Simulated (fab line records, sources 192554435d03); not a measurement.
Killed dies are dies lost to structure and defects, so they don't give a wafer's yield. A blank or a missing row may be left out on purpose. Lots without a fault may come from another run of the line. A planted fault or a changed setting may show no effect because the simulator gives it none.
Chamber matching | flow n5_finfet | N5_MOL_CONTACT_COAG_ALD_27 on ald_sin-02: 4 sister chambers
The step deposits SiOC, target thk 17 nm, pulse time 1.5 s, time 2720 s. 8 wafers are shown with their chamber, then 9 later ones without.

WAFERS WITH THEIR CHAMBER
wafer  | chamber | heater_power_w (W) | chamber_pressure_Torr (Torr)
L076.2 | 0       | 892                | 2.005
L080.1 | 3       | 934                | 2.004
L081.2 | 3       | 945                | 1.995
L081.4 | 1       | 870                | 1.994
L081.5 | 2       | 727                | 2.006
L085.2 | 0       | 856                | 2.010
L085.4 | 1       | 866                | 2.000
L085.6 | 2       | 751                | 1.998

WAFERS WITHOUT THEIR CHAMBER
wafer  | heater_power_w (W) | chamber_pressure_Torr (Torr)
L091.3 | 733                | 2.004
L091.4 | 885                | 2.003
L091.5 | 955                | 1.991
L094.1 | 875                | 1.999
L094.3 | 898                | 2.008
L094.5 | 886                | 2.001
L097.4 | 890                | 2.005
L097.5 | 755                | 2.009
L097.6 | 955                | 2.002

WHICH CHAMBER EACH WENT THROUGH
wafer  | from the rows above          | in truth
L091.3 | 2                            | 2
L091.4 | can't be placed: 0 or 1      | 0
L091.5 | 3                            | 3
L094.1 | can't be placed: 1 or 0      | 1
L094.3 | can't be placed: 0 or 1 or 3 | 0
L094.5 | can't be placed: 1 or 0      | 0
L097.4 | can't be placed: 0 or 1      | 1
L097.5 | 2                            | 2
L097.6 | 3                            | 3
Placed correctly: 4 of 9. Can't be placed from these rows: 5 (the true chamber is among the candidates in 5). Placed wrongly: 0.
How it was worked out, from the rows above alone: a wafer's distance from a chamber is the root of the sum, over the readings, of the square of ((its reading less the chamber's mean) divided by the reading's scatter). The wafer belongs to the nearest chamber; if the next one is less than 2 further off, it can't be placed. A chamber's mean is the mean of its shown wafers. The scatter: the root of (the sum of the squares of (reading less its chamber's mean) over the shown wafers, divided by (wafers less chambers)).
